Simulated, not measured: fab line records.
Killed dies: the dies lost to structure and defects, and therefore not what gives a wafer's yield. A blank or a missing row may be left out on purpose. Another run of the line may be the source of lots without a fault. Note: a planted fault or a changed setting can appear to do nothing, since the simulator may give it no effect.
A single fault, viewed from 2 desks    flow n5 finfet    each desk has only its own numbers; what lay behind them comes last

== METROLOGY DESK ==
Lot by lot, what the gauges showed, no matter which tool ran the lot: averages of those sampled wafers that carry a number. The brackets show how far a lot's mean lies from the usual mean; more than 4 standard deviations puts the lot out of limits, marked OUT. Of its 11 readings 7 are shown: those that lie furthest out on some lot.
Columns: A = DIBL_N at N5_BEOL_M4_RC_MEAS_101, usual 36.3 mV/V; B = DIBL_P at N5_BEOL_M4_RC_MEAS_101, usual 36.1 mV/V; C = IOFF_N at N5_BEOL_M4_RC_MEAS_101, usual 0.161 nA/um; D = IOFF_P at N5_BEOL_M4_RC_MEAS_101, usual 0.209 nA/um; E = ION_P at N5_BEOL_M4_RC_MEAS_101, usual 462 uA/um; F = VT_N at N5_BEOL_M4_RC_MEAS_101, usual 249.1 mV; G = VT_P at N5_BEOL_M4_RC_MEAS_101, usual -249.9 mV
lot   first seen here  A     B     C      D      E    F      G
L531  day 2 02:03      35.7  35.0  0.145  0.181  456  248.1  -253.5
L533  day 2 14:37      37.1  35.3  0.166  0.218  463  249.6  -248.4
L534  day 2 21:25      35.0  34.0  0.132  0.181  461  252.3  -251.3
L538  day 3 21:09      34.8  35.2  0.136  0.168  455  250.4  -254.2
L541  day 4 16:13      36.5  36.7  0.160  0.204  462  248.1  -248.9
L547  day 6 05:02      37.0  35.2  0.148  0.189  460  251.2  -251.4
L550  day 6 22:05      35.9  34.8  0.157  0.204  462  249.6  -248.5
L553  day 7 15:22      35.9  37.2  0.170  0.225  461  247.9  -249.7
L554  day 7 20:47      36.0  35.4  0.147  0.199  462  250.6  -247.7
This desk's finding: nothing out of limits on any of the 9 lots.

== DESK OF THE TOOL OWNER: rie diel-06 ==
The tool's own readings at N5_FIN_CUT_ETCH_21 (etches SOC in N2/H2, target depth 219 nm, overetch 43.8 nm, time 523.5 s): means of the sampled wafers that have a number, for each lot that ran on this tool. The brackets show how far a lot's mean lies from the usual mean; more than 4 standard deviations puts the lot out of limits, marked OUT. Shown are 7 of the 8 readings it has, namely the first that went out of limits plus those furthest out on some lot.
Columns: A = drypump motor current A at N5_FIN_CUT_ETCH_21, usual 5.9 A; B = oes product au at N5_FIN_CUT_ETCH_21, usual 0.73 a.u.; C = rf fwd power W at N5_FIN_CUT_ETCH_21, usual 848.9 W; D = rf vpp V at N5_FIN_CUT_ETCH_21, usual 241.2 V; E = run length s at N5_FIN_CUT_ETCH_21, usual 546.8 s; F = showerhead plenum p Torr at N5_FIN_CUT_ETCH_21, usual 2.58 Torr; G = throttle valve pct at N5_FIN_CUT_ETCH_21, usual 17.81 %
lot   first seen here  A    B     C      D      E                        F     G
L533  day 2 15:00      5.7  0.70  846.0  242.0  546.8                    2.63  17.78
L534  day 2 21:39      5.7  0.70  846.4  241.3  546.8                    2.61  17.84
L541  day 4 16:24      5.4  0.85  846.3  241.5  546.6                    2.62  17.61
L547  day 6 05:59      6.0  0.91  -      242.7  491.6 (-99 or more) OUT  2.64  17.49
Finding of this desk: L547 out of limits; the first was L547 at day 6 05:59, on run length s at N5_FIN_CUT_ETCH_21. Within limits: L533, L534, L541.

== TAKEN TOGETHER ==
At day 6 05:59, on L547, the tool owner's desk was in a position to raise an alarm.
From the metrology desk's view, nothing was out of limits.
The metrology desk holds a record of L547, inside its limits.
Of the lots named, all ran N5_FIN_CUT_ETCH_21 on rie diel-06.

== WHAT HAD BEEN PUT IN BY THE SIMULATOR ==
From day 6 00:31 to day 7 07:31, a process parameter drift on rie diel-06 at N5_FIN_CUT_ETCH_21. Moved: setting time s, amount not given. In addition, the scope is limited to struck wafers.
Lots struck among those shown: L547.
Hours from the fault's start to each desk's first reading out of limits: the tool owner's desk, 5.
